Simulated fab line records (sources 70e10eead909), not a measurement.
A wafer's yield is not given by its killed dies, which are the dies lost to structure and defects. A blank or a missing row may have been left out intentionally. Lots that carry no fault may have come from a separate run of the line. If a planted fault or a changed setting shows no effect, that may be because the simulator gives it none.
Chamber matching :: flow nand-harc :: NHARC_A_CHANNEL_FILL_D1_ALD_14 on ald-hk-04 has 4 sister chambers
The step deposits SiO2, target thk 2.5 nm, pulse time 10 s, ald cycles 25. 16 wafers are shown with their chamber, then 8 later ones without.

WAFERS PAIRED WITH THEIR CHAMBERS
wafer: L696.2
chamber: 1
heater-power-w (W): 564
susceptor-temp-C (C): 300.12
precursor-pulse-height-rel: 0.993

wafer: L696.3
chamber: 3
heater-power-w (W): 477
susceptor-temp-C (C): 299.94
precursor-pulse-height-rel: 0.983

wafer: L696.5
chamber: 1
heater-power-w (W): 557
susceptor-temp-C (C): 299.95
precursor-pulse-height-rel: 0.978

wafer: L699.1
chamber: 2
heater-power-w (W): 473
susceptor-temp-C (C): 300.42
precursor-pulse-height-rel: 0.994

wafer: L699.4
chamber: 0
heater-power-w (W): 435
susceptor-temp-C (C): 300.05
precursor-pulse-height-rel: 1.026

wafer: L699.6
chamber: 3
heater-power-w (W): 467
susceptor-temp-C (C): 300.09
precursor-pulse-height-rel: 1.042

wafer: L700.2
chamber: 0
heater-power-w (W): 425
susceptor-temp-C (C): 299.80
precursor-pulse-height-rel: 1.022

wafer: L700.3
chamber: 3
heater-power-w (W): 457
susceptor-temp-C (C): 299.80
precursor-pulse-height-rel: 1.000

wafer: L700.6
chamber: 1
heater-power-w (W): 540
susceptor-temp-C (C): 299.66
precursor-pulse-height-rel: 0.996

wafer: L701.1
chamber: 1
heater-power-w (W): 541
susceptor-temp-C (C): 299.93
precursor-pulse-height-rel: 1.035

wafer: L701.4
chamber: 3
heater-power-w (W): 474
susceptor-temp-C (C): 300.13
precursor-pulse-height-rel: 1.018

wafer: L701.5
chamber: 2
heater-power-w (W): 465
susceptor-temp-C (C): 300.08
precursor-pulse-height-rel: 0.984

wafer: L702.2
chamber: 3
heater-power-w (W): 465
susceptor-temp-C (C): 299.98
precursor-pulse-height-rel: 1.017

wafer: L702.5
chamber: 0
heater-power-w (W): 429
susceptor-temp-C (C): 300.12
precursor-pulse-height-rel: 1.010

wafer: L702.6
chamber: 3
heater-power-w (W): 480
susceptor-temp-C (C): 299.77
precursor-pulse-height-rel: 0.980

wafer: L704.2
chamber: 1
heater-power-w (W): 547
susceptor-temp-C (C): 299.83
precursor-pulse-height-rel: 0.967

SIGNATURES, as means of the wafers listed above
reading: heater-power-w
chamber 0: 429.67
chamber 1: 549.80
chamber 2: 469.00
chamber 3: 470.00
scatter within a chamber: 8.59

reading: susceptor-temp-C
chamber 0: 299.9900
chamber 1: 299.8980
chamber 2: 300.2500
chamber 3: 299.9517
scatter within a chamber: 0.167

reading: precursor-pulse-height-rel
chamber 0: 1.01933
chamber 1: 0.99380
chamber 2: 0.98900
chamber 3: 1.00667
scatter within a chamber: 0.0217
Rule: a wafer's distance from a chamber is the root of the sum, over the readings, of the square of ((its reading less the chamber's mean) divided by the reading's scatter). The wafer belongs to the nearest chamber; if the next one is less than 2 further off, it can't be placed. How the scatter is found: for the shown wafers, subtract from each reading the mean of its chamber, square and add these, divide the total by (wafers less chambers), then take the root.

WAFERS MISSING THEIR CHAMBER
wafer: L704.3
heater-power-w (W): 428
susceptor-temp-C (C): 299.70
precursor-pulse-height-rel: 0.988

wafer: L704.4
heater-power-w (W): 473
susceptor-temp-C (C): 300.39
precursor-pulse-height-rel: 0.987

wafer: L708.1
heater-power-w (W): 466
susceptor-temp-C (C): 299.78
precursor-pulse-height-rel: 1.013

wafer: L708.3
heater-power-w (W): 471
susceptor-temp-C (C): 300.03
precursor-pulse-height-rel: 1.006

wafer: L708.4
heater-power-w (W): 534
susceptor-temp-C (C): 300.05
precursor-pulse-height-rel: 1.028

wafer: L709.2
heater-power-w (W): 440
susceptor-temp-C (C): 300.05
precursor-pulse-height-rel: 1.000

wafer: L709.4
heater-power-w (W): 526
susceptor-temp-C (C): 299.87
precursor-pulse-height-rel: 0.978

wafer: L709.6
heater-power-w (W): 537
susceptor-temp-C (C): 300.13
precursor-pulse-height-rel: 1.005

CHAMBER TAKEN BY EACH
wafer: L704.3
from the rows above: 0
in truth: 0

wafer: L704.4
from the rows above: can't be placed: 2 or 3
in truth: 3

wafer: L708.1
from the rows above: can't be placed: 3 or 2
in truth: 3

wafer: L708.3
from the rows above: can't be placed: 3 or 2
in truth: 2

wafer: L708.4
from the rows above: 1
in truth: 1

wafer: L709.2
from the rows above: 0
in truth: 0

wafer: L709.4
from the rows above: 1
in truth: 1

wafer: L709.6
from the rows above: 1
in truth: 1
Correctly placed: 5 of 8. Not placeable from these rows: 3 (in 3, the candidates include the true chamber). Wrongly placed: 0.
